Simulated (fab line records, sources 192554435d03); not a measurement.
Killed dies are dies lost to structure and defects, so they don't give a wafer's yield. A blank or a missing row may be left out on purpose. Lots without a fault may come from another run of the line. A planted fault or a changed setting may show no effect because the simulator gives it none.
fab line records | flow n5_finfet
record lots=4 wafers=10 last_day=19
route steps=1938 shown STI_FIN_REVEAL@202 DUMMY_GATE@212 BEOL_M4@1111 PASSIVATION@1936
lots that met no fault: from a run of the same line without faults
start_h: hours from the record's first day to the start of the lot's first wafer shown | wait_h: hours since the lot's step before | " the same as in the row above | L1.1+2: a row that stands for several wafers | - no value, or no start given | * or withheld: withheld | < > ~ a bound
route shown NAME@n: a module of which the file shows steps, and the number in the route of the first | usual: mean/standard deviation of fault-free wafers | same: alike in all rows | chamber/n: place in a boat | sites: the reading at each site | _std_site: their standard deviation | _edge_site: outer sites' mean less inner sites' | radius_mm: how far each site lies from the wafer's centre | mask NAME#n: copy n | behind: the tool/chamber that last shaped the wafer | hold: why the lot was held/for how many hours/how that ended | device: the transistor (n, p or np) that didn't switch | end of line: the same wafers' tests at the end of the route | a step without rows: its recipe alone | killed: dies lost to structure and defects at the first sort, not the wafer's yield | map: a wafer's dies, x killed, . not, _ none there
set.NAME: the setting as run; set.NAME@STEP: as run at that earlier step | model.NAME: the simulator's own value behind a step, which no gauge read
lots at some steps of the route; a table a step, a row a wafer
services: from which hour (start_h, from the record's first day; less than 0 if before it) a tool's chamber was out of use, for how many hours, and why
## steps
# step N5_STI_FIN_REVEAL_STRIP_35
# recipe chemistry=H3PO4 material=Si3N4 temp_c=165 target_depth_a=40 time_s=39
# step N5_STI_FIN_REVEAL_SRD_21
# recipe dry=ipa_marangoni time_s=30 temp_c=23 rinse_liquid=diw
# step N5_STI_FIN_REVEAL_OXIDATION_33
# recipe chemistry=O2_PLASMA_REMOTE temp_c=150 time_s=20 pressure_mtorr=1000 source_power_w=2000 o2_flow_sccm=3000
# step N5_STI_FIN_REVEAL_CLEAN_19
# recipe chemistry=O3/DIW temp_c=25 time_s=120 o3_ppm=10
# step N5_STI_FIN_REVEAL_SRD_23
# recipe dry=ipa_marangoni time_s=30 temp_c=23 rinse_liquid=diw
# step N5_STI_FIN_REVEAL_PRECLEAN_18
# recipe chemistry=SC2 time_s=45 temp_c=35 mix=1:1:50
# step N5_STI_FIN_REVEAL_SRD_28
# recipe dry=ipa_marangoni time_s=30 temp_c=23 rinse_liquid=diw
# step N5_DUMMY_GATE_PRECLEAN_00
# recipe chemistry=O3/DIW time_s=60 temp_c=22 o3_ppm=10
# step N5_DUMMY_GATE_SRD_01
# recipe time_s=30 temp_c=23 rinse_liquid=diw dry=ipa_marangoni
# step N5_DUMMY_GATE_ALD_02
# recipe material=SiO2 target_thk_a=20 temp_c=300 ald_precursor_family=BDEAS ald_co_reactant=O2-plasma pulse_time_s=1 pressure_torr=2
# usual chamber_pressure_Torr=2.000/0.0048 heater_power_w=463/51 precursor_pulse_height_rel=1.002/0.021
# columns lot.wafer tool chamber start_h wait_h chamber_pressure_Torr heater_power_w precursor_pulse_height_rel model.SiO2_of_DUMMY_GATE_ALD_02.thk_nm
L279.3 ald_sin-03 0 110.34 0.0 2.009 452 1.032 2
L279.5 " 3 " " 2.002 398 0.992 2
L279.6 " 2 " " 1.999 477 0.989 2
L281.3 ald_sin-04 1 122.09 0.0 2.004 475 1.030 2
L281.5 " 2 " " 1.995 560 0.961 2
L281.6 " 3 " " 2.002 419 1.009 2
L287.1 ald_sin-04 1 157.68 0.0 2.002 485 1.015 3.4
L287.6 " 1 " " 2.006 485 0.994 3.4
L290.2 ald_sin-04 3 177.18 0.2 2.004 410 1.044 2
L290.6 " 1 " " 2.008 480 0.972 3.4
# step N5_DUMMY_GATE_CVD_03
# recipe material=a-Si target_thk_a=1500 temp_c=530 precursor=SiH4 time_s=8042
# step N5_DUMMY_GATE_PRECLEAN_46
# recipe chemistry=DIW time_s=89.5 temp_c=23
# step N5_DUMMY_GATE_SRD_47
# recipe dry_time_s=32 dry=n2_spin spin_rpm=1500
# step N5_DUMMY_GATE_CMP_04
# recipe material=a-Si post_cmp_clean=alkaline_brush
# step N5_DUMMY_GATE_HM_DEP_06
# recipe material=SiNx target_thk_a=800 precursor=DCS/NH3 temp_c=700 pressure_mtorr=300 time_s=5141
# step N5_DUMMY_GATE_PECVD_30
# recipe material=SiO2 target_thk_a=550 temp_c=400 precursor=TEOS/O2 pressure_torr=6.5 rf_w=withheld teos_flow_sccm=withheld gas=O2 flow_sccm=2650 time_s=10.8
# step N5_DUMMY_GATE_COAT_34
# recipe resist=SOC temp_c=250 time_s=60 spin_rpm=1500 resist_thk_nm=60
# step N5_DUMMY_GATE_COAT_35
# recipe resist=SiARC temp_c=220 time_s=60 spin_rpm=1500 resist_thk_nm=10
# step N5_DUMMY_GATE_COAT_28
# recipe resist=underlayer temp_c=205 time_s=60 spin_rpm=1500 resist_thk_nm=10
# step N5_DUMMY_GATE_COAT_09
# recipe resist=CAR-EUV spin_rpm=1500 resist_thk_nm=30
# step N5_DUMMY_GATE_EBR_11
# recipe solvent=PGMEA ebr_width_mm=1.5
# step N5_DUMMY_GATE_SOFTBAKE_10
# recipe temp_c=110 time_s=60 resist=CAR-EUV
# step N5_DUMMY_GATE_EXPOSE_12
# recipe mask_id=GATE na=0.33 source_shape=annular sigma_inner=0.2 sigma_outer=0.6 polarization=unpolarized target_cd_nm=25 dose_mj=34
# step N5_DUMMY_GATE_PEB_13
# recipe peb_temp_c=100 peb_time_s=60 resist=CAR-EUV
# step N5_DUMMY_GATE_DEVELOP_14
# recipe develop_time_s=30 developer=TMAH resist=CAR-EUV rinse_liquid=surfactant_rinse dry=air_spin dev_temp_c=23
# step N5_DUMMY_GATE_DESCUM_20
# recipe chemistry=O2 time_s=6.2 source_power_w=50 bias_power_w=20 pressure_mtorr=20 rf_frequency_hz=2.712e+07 temp_c=40 resist=CAR-EUV o2_flow_sccm=225
# step N5_DUMMY_GATE_ETCH_29
# recipe chemistry=N2/H2 target=underlayer target_depth_a=130 ion_energy_ev=200 pressure_mtorr=30 source_w=840 bias_w=150 n2_flow_sccm=200 h2_flow_sccm=200
# step N5_DUMMY_GATE_ETCH_36
# recipe chemistry=CF4 target=SiARC target_depth_a=130 pressure_mtorr=40 source_w=545 bias_w=36 Ar_flow_sccm=100 cf4_flow_sccm=100 ion_energy_ev=80
# step N5_DUMMY_GATE_ETCH_37
# recipe chemistry=N2/H2 target=SOC target_depth_a=600 overetch_a=300 temp_c=40 ion_energy_ev=200 pressure_mtorr=30 source_w=840 bias_w=150 n2_flow_sccm=200 h2_flow_sccm=200
# step N5_DUMMY_GATE_STRIP_38
# recipe chemistry=N2/H2 temp_c=40 n2_flow_sccm=200 h2_flow_sccm=200 rf_frequency_hz=6e+07
# step N5_DUMMY_GATE_STRIP_39
# recipe chemistry=N2/H2 temp_c=40 n2_flow_sccm=200 h2_flow_sccm=200 rf_frequency_hz=6e+07
# step N5_DUMMY_GATE_TRIM_49
# recipe chemistry=O2 resist=SOC time_s=29 target_cd_nm=14 source_power_w=300 bias_power_w=0 O2_flow_sccm=100 temp_c=20
# step N5_DUMMY_GATE_STRIP_40
# recipe chemistry=CF4 resist=SiARC power_w=300 bias_power_w=75 pressure_mtorr=50 cf4_flow_sccm=150 rf_frequency_hz=6e+07
# step N5_DUMMY_GATE_ETCH_31
# recipe chemistry=C4F6/O2 target=SiO2 mask_material=SOC target_depth_a=825 time_s=27.5 ion_energy_ev=250 pressure_mtorr=30 source_w=345 bias_w=185 Ar_flow_sccm=300 C4F6_flow_sccm=10 O2_flow_sccm=10
# step N5_BEOL_M4_RC_MEAS_101
# usual DIBL_N=36.4/2.2 DIBL_P=36.3/2.5 EOT_N=10.56/0.11 EOT_P=10.52/0.11 IGATE_N=0.0122/0.0023 IGATE_P=0.0037/0.00068 IOFF_N=0.17/0.052 IOFF_N_85C=3.3/0.81 IOFF_N_LIN=0.076/0.016 IOFF_P=0.23/0.049 IOFF_P_85C=3.9/0.69 IOFF_P_LIN=0.106/0.017 ION_N=674/17 ION_P=464/11 SS_N=71.7/0.98 SS_P=73.3/0.84 VT_N=250/4 VT_N_LVT=99/3.8 VT_P=-249/3.8 VT_P_LVT=-98/3.3
# columns lot.wafer tool chamber start_h wait_h DIBL_N[mV/V] DIBL_P[mV/V] EOT_N EOT_P IGATE_N[nA/um] IGATE_P[nA/um] IOFF_N[nA/um] IOFF_N_85C[nA/um] IOFF_N_LIN[nA/um] IOFF_P[nA/um] IOFF_P_85C[nA/um] IOFF_P_LIN[nA/um] ION_N[uA/um] ION_P[uA/um] SS_N[mV/dec] SS_P[mV/dec] VT_N[mV] VT_N_LVT[mV] VT_P[mV] VT_P_LVT[mV]
L279.3 prober-02 0 276.45 0.3 34.3 34.3 10.54 10.48 0.0146 0.0044 0.13 2.6 0.064 0.21 3.5 0.103 677 478 70.8 73.3 253 101 -248 -98
L279.5 " 0 " " 36.6 33.8 10.35 10.38 0.0166 0.0050 0.19 3.6 0.061 0.20 3.5 0.094 635 443 74.6 73.0 253 105 -249 -100
L279.6 " 0 " " 35.9 35.9 10.67 10.46 0.0125 0.0039 0.16 3.1 0.075 0.24 3.9 0.113 686 477 71.4 72.9 251 99 -248 -97
L281.3 prober-01 0 277.69 0.3 35.4 33.1 10.50 10.58 0.0111 0.0033 0.13 2.5 0.062 0.17 3.0 0.087 654 454 70.7 72.1 252 102 -253 -103
L281.5 " 0 " " 35.4 33.7 10.58 10.60 0.0100 0.0031 0.14 2.7 0.067 0.19 3.3 0.094 665 460 70.8 72.8 250 100 -253 -101
L281.6 " 0 " " 36.3 35.6 10.54 10.55 0.0114 0.0035 0.15 2.9 0.070 0.21 3.6 0.102 671 461 71.3 73.2 251 100 -250 -101
L287.1 prober-01 0 326.37 0.0 49.4 52.5 17.77 17.88 0.0000 0.0000 0.49 7.8 0.247 0.69 9.9 0.362 577 402 73.5 75.7 236 87 -232 -82
L287.6 " 0 " " 52.3 56.0 17.92 17.73 0.0000 0.0000 0.74 11.0 0.344 0.91 12.2 0.434 588 410 74.3 77.0 232 81 -231 -78
L290.2 prober-01 0 349.62 0.9 37.3 37.8 10.62 10.57 0.0109 0.0034 0.17 3.2 0.075 0.24 3.9 0.111 683 472 71.9 73.3 250 99 -249 -98
L290.6 " 0 " " 49.8 51.8 17.93 17.91 0.0000 0.0000 0.47 7.7 0.229 0.72 10.1 0.369 558 399 74.4 75.7 238 87 -235 -82
# step N5_PASSIVATION_PROBE_49
# usual defect_limited_yield=91.2/1.4 killed_at_M0_to_M3=34/9.3 killed_at_M4_up=14/5.9 killed_at_contacts=14/5.7 killed_at_front_end=38/10 killed_at_other=4/3.2 killed_dies=104/17 killed_open=67/13 killed_short=33/6.9 sort_bin_4_leakage=0/3.6 sort_bin_5_function=5.2/1 sort_bin_6_memory=3.3/0.61 sort_bin_8_speed=0.3/1.8 sort_n_pass=1069/52 sort_yield_pct=91/4.4
# same gross_dies=1180 killed_at_back_side=0
# columns lot.wafer tool chamber start_h wait_h defect_limited_yield[%] killed_at_M0_to_M3 killed_at_M4_up killed_at_contacts killed_at_front_end killed_at_other killed_dies killed_open killed_short sort_bin_4_leakage[%] sort_bin_5_function[%] sort_bin_6_memory[%] sort_bin_8_speed[%] sort_n_pass sort_yield_pct[%]
L279.5 prober-01 - 380.90 0.2 91.8 37 6 17 33 4 97 55 37 0 4.9 3.0 2.3 1056 89
L281.3 prober-01 - 392.31 0.1 88.3 23 28 20 62 5 138 91 41 0 7.1 4.2 0 1042 88
L281.5 prober-01 - 392.41 0.2 89.0 45 13 20 39 13 130 84 36 0 6.4 4.4 0 1050 89
L281.6 prober-01 - 392.46 0.3 86.7 46 17 17 70 7 157 100 48 0 6.9 6.2 0 1023 87
L287.1 prober-01 - 428.67 0.0 91.2 28 8 21 37 10 104 63 29 70 5.3 3.3 21.5 0 0
L287.6 prober-01 - 428.92 0.3 92.7 36 5 5 37 3 86 59 26 93 4.6 2.7 0.2 0 0
L290.6 prober-01 - 461.79 0.9 90.8 53 12 5 37 2 109 70 33 75 5.8 3.0 15.8 0 0
# killed by level:class
L279.5 MOL_CONTACT_COAG:geometric_particle:open=13 FIN_SAQP:geometric_particle:short=8 BEOL_M2:geometric_particle:open=8 BEOL_M0_SAQP:geometric_particle:short=7 BEOL_M3:geometric_particle:open=6 FIN_SAQP:geometric_particle:open=4 DUMMY_GATE:geometric_particle:open=4 BEOL_M6:geometric_particle:open=4
L281.3 STI_FIN_REVEAL:geometric_particle:open=18 MOL_CONTACT_COAG:geometric_particle:open=17 BEOL_M4:geometric_particle:open=13 FIN_SAQP:geometric_particle:short=7 FIN_SAQP:geometric_particle:open=7 ILD0:geometric_particle:short=7 ILD0:geometric_particle:open=6 STI_FIN_REVEAL:geometric_particle:short=5
L281.5 MOL_CONTACT_COAG:geometric_particle:open=15 STI_FIN_REVEAL:geometric_particle:open=10 BEOL_M0_SAQP:geometric_particle:open=10 BEOL_M1:geometric_particle:open=9 PASSIVATION:area_etch=9 BEOL_M3:geometric_particle:open=8 STI_FIN_REVEAL:geometric_particle:short=7 BEOL_M0_SAQP:geometric_particle:short=7
L281.6 STI_FIN_REVEAL:geometric_particle:open=21 FIN_SAQP:geometric_particle:open=14 FIN_SAQP:geometric_particle:short=12 BEOL_M1:geometric_particle:open=10 BEOL_M3:geometric_particle:open=10 MOL_CONTACT_COAG:geometric_particle:open=9 BEOL_M0_SAQP:geometric_particle:short=9 MOL_CONTACT_COAG:geometric_particle:short=8
L287.1 MOL_CONTACT_COAG:geometric_particle:open=15 BEOL_M2:geometric_particle:open=10 FIN_SAQP:geometric_particle:open=7 GATE_CUT:geometric_particle:short=7 BEOL_M3:geometric_particle:open=6 PASSIVATION:area_etch=6 FIN_CUT:geometric_particle:short=5 MOL_CONTACT_COAG:geometric_particle:short=5
L287.6 STI_FIN_REVEAL:geometric_particle:open=10 GATE_CUT:geometric_particle:short=8 BEOL_M0_SAQP:geometric_particle:short=7 BEOL_M3:geometric_particle:open=6 BEOL_M0_SAQP:geometric_particle:open=6 BEOL_M1:geometric_particle:open=6 BEOL_M2:geometric_particle:open=5 FIN_SAQP:geometric_particle:open=4
L290.6 BEOL_M3:geometric_particle:open=16 BEOL_M0_SAQP:geometric_particle:open=14 BEOL_M0_SAQP:geometric_particle:short=11 BEOL_M4:geometric_particle:open=7 MOL_CONTACT_COAG:geometric_particle:open=5 FIN_SAQP:geometric_particle:short=4 FIN_SAQP:geometric_particle:open=4 ILD0:geometric_particle:short=4
# map L287.1 (x killed, . not)
_________________.....x......________________
______________.x...............x_____________
___________......x.................__________
__________.................x...x...._________
________.......................x......_______
_______...x..x.x...x...................______
______...............x..x.x............._____
_____.x..x..................x............____
____........x...................x.........___
___.............x.............x............__
___........x...x...........................__
__.........x.......x.....x.................._
__x..........x..................x..........._
_................x.x....x............x.....x.
_.........................x..................
_..................x..........x.........x..x.
_..................x.........x...............
_.....x........x..x.......x..x....x..x..xx...
_...........x.........x..........xx.xx.......
_.........x............x....x....x...........
_....................x.x......x.....x........
__..x......................................._
__..x...........x.....x....................._
___........................x..xx........xx.__
___.........................x.x....x.......__
____.x....x......................x.x.x....___
_____..x......x..x..........x............____
______............x.......x............x_____
_______................................______
________....x.....x..x......xx........_______
__________xx..........xx........x..._________
___________........................__________
______________...xx............._____________
_________________.x....xx.x..________________
# map L290.2 (x killed, . not)
_________________x...........________________
______________.x..x........xx..._____________
___________........................__________
__________....................x....._________
________x............................x_______
_______.x.................x..x.........______
______x.........x...............x......._____
_____.......x.x...............xx..x......____
____............x.xx....x........x...x....___
___..........x.........x.......x.....x..x.x__
___........x.............................x.__
__...........................x.............._
__.....................x..................x._
_...........x......xx........................
_.....x........x..........x..xxx.x...........
_..x......x...........x..........x.......x...
_........x..................x................
_..............x.............x...............
_......xx....x..x.................x......x...
_xx................xx..................x.....
_.....x......x..xx.......x.............x..x..
__x......x.......x.......x.....x...x.....x.._
__.......x.....x.........x.......x.........._
___x...x..................xx.........x..x..__
___..........x.x.....xx...........x........__
____...........................x..........___
_____xx..................................____
______..................x......x........_____
_______x.................x..xx.........______
________......x.x..............x...x.x_______
__________.........................x_________
___________...x.............x......__________
______________x........x....x.x._____________
_________________.....x.x....________________
## services
# columns tool chamber start_h hours kind
ald_sin-04 - 86.50 14.0 pm
ald_sin-04 0 86.50 14.0 vent_cycle
ald_sin-04 1 86.50 14.0 vent_cycle
ald_sin-04 2 86.50 14.0 vent_cycle
ald_sin-04 3 86.50 14.0 vent_cycle
ald_sin-04 0 100.50 - clean
ald_sin-04 1 100.50 - clean
ald_sin-04 2 100.50 - clean
ald_sin-04 3 100.50 - clean
ald_sin-03 1 118.42 19.7 repair
ald_sin-03 - 125.02 0.2 repair
ald_sin-03 - 144.13 2.8 pm
ald_sin-03 - 159.04 6.0 pm
## key
first_sign step=N5_BEOL_M4_RC_MEAS_101 reading=EOT_N direction=up sigmas=67 usual=10.56 struck=17.87
effect step=N5_BEOL_M4_RC_MEAS_101 reading=EOT_P direction=up sigmas=67 usual=10.52 struck=17.84
effect step=N5_BEOL_M4_RC_MEAS_101 reading=IOFF_P_LIN direction=up sigmas=17 usual=0.106 struck=0.389
effect step=N5_BEOL_M4_RC_MEAS_101 reading=IOFF_N_LIN direction=up sigmas=13 usual=0.076 struck=0.273
effect step=N5_BEOL_M4_RC_MEAS_101 reading=IOFF_P direction=up sigmas=11 usual=0.23 struck=0.77
effect step=N5_BEOL_M4_RC_MEAS_101 reading=IOFF_P_85C direction=up sigmas=10 usual=3.9 struck=10.8
effect step=N5_BEOL_M4_RC_MEAS_101 reading=IOFF_N direction=up sigmas=7.7 usual=0.17 struck=0.57
effect step=N5_BEOL_M4_RC_MEAS_101 reading=IOFF_N_85C direction=up sigmas=6.9 usual=3.3 struck=8.8
effect step=N5_BEOL_M4_RC_MEAS_101 reading=DIBL_P direction=up sigmas=6.7 usual=36.3 struck=53.4
effect step=N5_BEOL_M4_RC_MEAS_101 reading=DIBL_N direction=up sigmas=6.5 usual=36.4 struck=50.5
effect step=N5_BEOL_M4_RC_MEAS_101 reading=ION_N direction=down sigmas=5.8 usual=674 struck=574
effect step=N5_BEOL_M4_RC_MEAS_101 reading=ION_P direction=down sigmas=5.6 usual=464 struck=403
effect step=N5_PASSIVATION_PROBE_49 reading=sort_bin_4_leakage direction=up sigmas=22 usual=0 struck=79
model_effect step=N5_DUMMY_GATE_ALD_02 value=SiO2_of_DUMMY_GATE_ALD_02.thk_nm without=2 struck=3.4
met_at N5_DUMMY_GATE_ALD_02
struck_wafers L287.1,L287.6,L290.6
onset_between 122.09 157.68
fault kind=process_parameter_drift tool=ald_sin-04 chamber=- onset_h=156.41 steps=N5_DUMMY_GATE_ALD_02 channel=target_thk_a offset=* shape=step end_h=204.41 scope=struck_wafers_only acts_in=* stated=*
